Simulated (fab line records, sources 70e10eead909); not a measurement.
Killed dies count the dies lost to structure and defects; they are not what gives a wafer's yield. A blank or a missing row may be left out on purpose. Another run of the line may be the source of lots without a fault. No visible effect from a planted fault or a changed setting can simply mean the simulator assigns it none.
Matching of chambers | flow nand-harc | NHARC_A_BONDPAD_CMP_19 on cmp-01 has 4 sister chambers
The step polishes, t overpolish 30 s, cu recess touch 16 s, target thk 169.82 nm. 7 wafers are shown with their chamber, then 7 later ones without.

== WAFERS PAIRED WITH THEIR CHAMBERS ==
wafer  | chamber | motor-current-A (A) | overpolish-run-s (s)
L086.4 | 0       | 12.9                | 30.008
L086.5 | 1       | 13.9                | 29.998
L090.1 | 3       | 11.7                | 30.001
L090.5 | 2       | 14.6                | 29.991
L090.6 | 3       | 11.2                | 29.982
L087.2 | 2       | 13.5                | 30.004
L087.4 | 1       | 13.2                | 29.997

== WAFERS WHOSE CHAMBER IS MISSING ==
wafer  | motor-current-A (A) | overpolish-run-s (s)
L087.5 | 11.6                | 30.001
L088.1 | 14.0                | 29.997
L088.5 | 13.9                | 29.999
L088.6 | 13.1                | 30.011
L096.4 | 13.4                | 29.999
L096.5 | 13.3                | 30.001
L096.6 | 12.8                | 30.003

== WHICH CHAMBER EACH WENT THROUGH ==
wafer  | from the rows above          | in truth
L087.5 | can't be placed: 3 or 0      | 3
L088.1 | can't be placed: 2 or 1      | 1
L088.5 | can't be placed: 2 or 1 or 0 | 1
L088.6 | can't be placed: 0 or 1 or 2 | 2
L096.4 | can't be placed: 1 or 2 or 0 | 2
L096.5 | can't be placed: 1 or 0 or 2 | 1
L096.6 | can't be placed: 0 or 1 or 2 | 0
0 of 7 placed correctly. These rows do not allow placing 7 (true chamber among the candidates in 7). Number placed wrongly: 0.
How it was worked out, from the rows above alone: a wafer's distance from a chamber is the root of the sum, over the readings, of the square of ((its reading less the chamber's mean) divided by the reading's scatter). If the next closest chamber is less than 2 further off than the closest, the wafer can't be placed; otherwise it belongs to the closest. A chamber's mean is the mean of its shown wafers. The scatter: the root of (the sum of the squares of (reading less its chamber's mean) over the shown wafers, divided by (wafers less chambers)).
